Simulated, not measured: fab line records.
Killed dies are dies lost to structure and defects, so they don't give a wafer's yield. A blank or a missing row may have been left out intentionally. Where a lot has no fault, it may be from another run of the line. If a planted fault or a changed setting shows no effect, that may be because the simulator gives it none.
Matching of chambers :: flow nand_harc :: NHARC_P_M2_PRE_CLEAN_32 on pecvd-04 has 3 sister chambers
The step time 12 s. 22 wafers are shown with their chamber, then 11 later ones without.

EACH WAFER AND ITS CHAMBER
wafer: L075.2
chamber: 1
heater_power_w (W): 659

wafer: L075.3
chamber: 0
heater_power_w (W): 655

wafer: L075.5
chamber: 1
heater_power_w (W): 647

wafer: L075.1
chamber: 2
heater_power_w (W): 450

wafer: L075.4
chamber: 2
heater_power_w (W): 436

wafer: L075.6
chamber: 0
heater_power_w (W): 678

wafer: L080.1
chamber: 0
heater_power_w (W): 627

wafer: L080.2
chamber: 2
heater_power_w (W): 466

wafer: L080.5
chamber: 1
heater_power_w (W): 627

wafer: L080.3
chamber: 1
heater_power_w (W): 629

wafer: L080.4
chamber: 0
heater_power_w (W): 637

wafer: L080.6
chamber: 2
heater_power_w (W): 456

wafer: L086.3
chamber: 1
heater_power_w (W): 626

wafer: L086.4
chamber: 2
heater_power_w (W): 477

wafer: L086.6
chamber: 1
heater_power_w (W): 619

wafer: L086.1
chamber: 2
heater_power_w (W): 469

wafer: L086.2
chamber: 0
heater_power_w (W): 560

wafer: L086.5
chamber: 0
heater_power_w (W): 563

wafer: L085.1
chamber: 2
heater_power_w (W): 491

wafer: L085.4
chamber: 0
heater_power_w (W): 670

wafer: L085.5
chamber: 2
heater_power_w (W): 495

wafer: L088.1
chamber: 2
heater_power_w (W): 408

SIGNATURES, as means of the wafers listed above
reading: heater_power_w
chamber 0: 627.14
chamber 1: 634.50
chamber 2: 460.89
scatter within a chamber: 33.3
Rule: distance of a wafer from a chamber = root of the sum over the readings of ((wafer's reading minus chamber's mean) / reading's scatter) squared. If the next closest chamber is less than 2 further off than the closest, the wafer can't be placed; otherwise it belongs to the closest. How the scatter is found: for the shown wafers, subtract from each reading the mean of its chamber, square and add these, divide the total by (wafers less chambers), then take the root.

WAFERS WITHOUT THEIR CHAMBER
wafer: L088.3
heater_power_w (W): 629

wafer: L088.4
heater_power_w (W): 566

wafer: L091.1
heater_power_w (W): 590

wafer: L091.3
heater_power_w (W): 488

wafer: L091.5
heater_power_w (W): 497

wafer: L093.1
heater_power_w (W): 638

wafer: L093.3
heater_power_w (W): 400

wafer: L093.5
heater_power_w (W): 395

wafer: L096.1
heater_power_w (W): 615

wafer: L096.2
heater_power_w (W): 568

wafer: L096.3
heater_power_w (W): 411

WHICH CHAMBER EACH WENT THROUGH
wafer: L088.3
from the rows above: can't be placed: 0 or 1
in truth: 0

wafer: L088.4
from the rows above: can't be placed: 0 or 1 or 2
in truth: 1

wafer: L091.1
from the rows above: can't be placed: 0 or 1
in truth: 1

wafer: L091.3
from the rows above: 2
in truth: 2

wafer: L091.5
from the rows above: 2
in truth: 2

wafer: L093.1
from the rows above: can't be placed: 1 or 0
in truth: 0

wafer: L093.3
from the rows above: 2
in truth: 2

wafer: L093.5
from the rows above: 2
in truth: 2

wafer: L096.1
from the rows above: can't be placed: 0 or 1
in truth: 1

wafer: L096.2
from the rows above: can't be placed: 0 or 1 or 2
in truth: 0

wafer: L096.3
from the rows above: 2
in truth: 2
5 of 11 placed correctly. Unplaceable from these rows: 6, with the true chamber sitting among the candidates in 6. Wrongly placed: 0.
